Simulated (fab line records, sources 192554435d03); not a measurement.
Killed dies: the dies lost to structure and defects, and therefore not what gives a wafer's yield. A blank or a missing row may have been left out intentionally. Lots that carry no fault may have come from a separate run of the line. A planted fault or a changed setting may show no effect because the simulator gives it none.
Matching of chambers | flow n5Finfet | rieDiel-04 running N5_BEOL_M10_DESCUM_33: 4 sister chambers
The step chemistry O2, time 7.9 s. 16 wafers are shown with their chamber, then 8 later ones without.

== EACH WAFER AND ITS CHAMBER ==
wafer  | chamber | showerheadPlenumPTorr (Torr) | drypumpMotorCurrentA (A) | throttleValvePct (%)
L074.1 | 0       | 2.06                         | 5.3                      | 20.41
L074.3 | 3       | 2.15                         | 5.6                      | 20.58
L074.4 | 1       | 2.09                         | 5.6                      | 20.55
L077.1 | 0       | 2.06                         | 5.3                      | 20.40
L077.4 | 3       | 2.15                         | 5.6                      | 20.59
L077.5 | 1       | 2.09                         | 5.6                      | 20.55
L078.3 | 3       | 2.15                         | 5.6                      | 20.59
L078.4 | 0       | 2.06                         | 5.3                      | 20.40
L078.5 | 1       | 2.09                         | 5.6                      | 20.56
L082.2 | 2       | 2.08                         | 6.0                      | 20.10
L082.4 | 1       | 2.09                         | 5.6                      | 20.58
L082.5 | 3       | 2.14                         | 5.6                      | 20.62
L083.1 | 1       | 2.09                         | 5.5                      | 20.58
L083.4 | 3       | 2.14                         | 5.6                      | 20.61
L083.5 | 1       | 2.09                         | 5.5                      | 20.58
L092.2 | 2       | 2.08                         | 6.0                      | 20.14

SIGNATURES, as means of the wafers listed above
reading               | chamber 0 | chamber 1 | chamber 2 | chamber 3 | scatter within a chamber
showerheadPlenumPTorr | 2.0600    | 2.0900    | 2.0800    | 2.1460    | 0.00316
drypumpMotorCurrentA  | 5.300     | 5.567     | 6.000     | 5.600     | 0.0333
throttleValvePct      | 20.4033   | 20.5667   | 20.1200   | 20.5980   | 0.016
Rule: for a wafer and a chamber, the distance is found by dividing, reading by reading, the gap between the wafer's reading and the chamber's mean by the reading's scatter, squaring, summing and taking the root. The wafer belongs to the nearest chamber; if the next one is less than 2 further off, it can't be placed. The scatter: the root of (the sum of the squares of (reading less its chamber's mean) over the shown wafers, divided by (wafers less chambers)).

== WAFERS WITHOUT THEIR CHAMBER ==
wafer  | showerheadPlenumPTorr (Torr) | drypumpMotorCurrentA (A) | throttleValvePct (%)
L092.4 | 2.05                         | 5.3                      | 19.96
L092.5 | 2.05                         | 5.3                      | 19.95
L094.2 | 2.04                         | 5.3                      | 19.98
L094.3 | 2.08                         | 5.5                      | 20.62
L094.5 | 2.04                         | 5.3                      | 19.96
L096.2 | 2.08                         | 5.6                      | 20.63
L096.4 | 2.04                         | 5.3                      | 19.99
L096.5 | 2.04                         | 5.2                      | 19.98

== THE CHAMBER EACH PASSED THROUGH ==
wafer  | from the rows above     | in truth
L092.4 | 2                       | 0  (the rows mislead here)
L092.5 | 2                       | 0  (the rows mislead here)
L094.2 | can't be placed: 2 or 0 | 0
L094.3 | 1                       | 1
L094.5 | can't be placed: 2 or 0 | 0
L096.2 | 1                       | 1
L096.4 | can't be placed: 2 or 0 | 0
L096.5 | can't be placed: 0 or 2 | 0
Correctly placed: 2 of 8. Can't be placed from these rows: 4 (the true chamber is among the candidates in 4). Wrongly placed: 2.
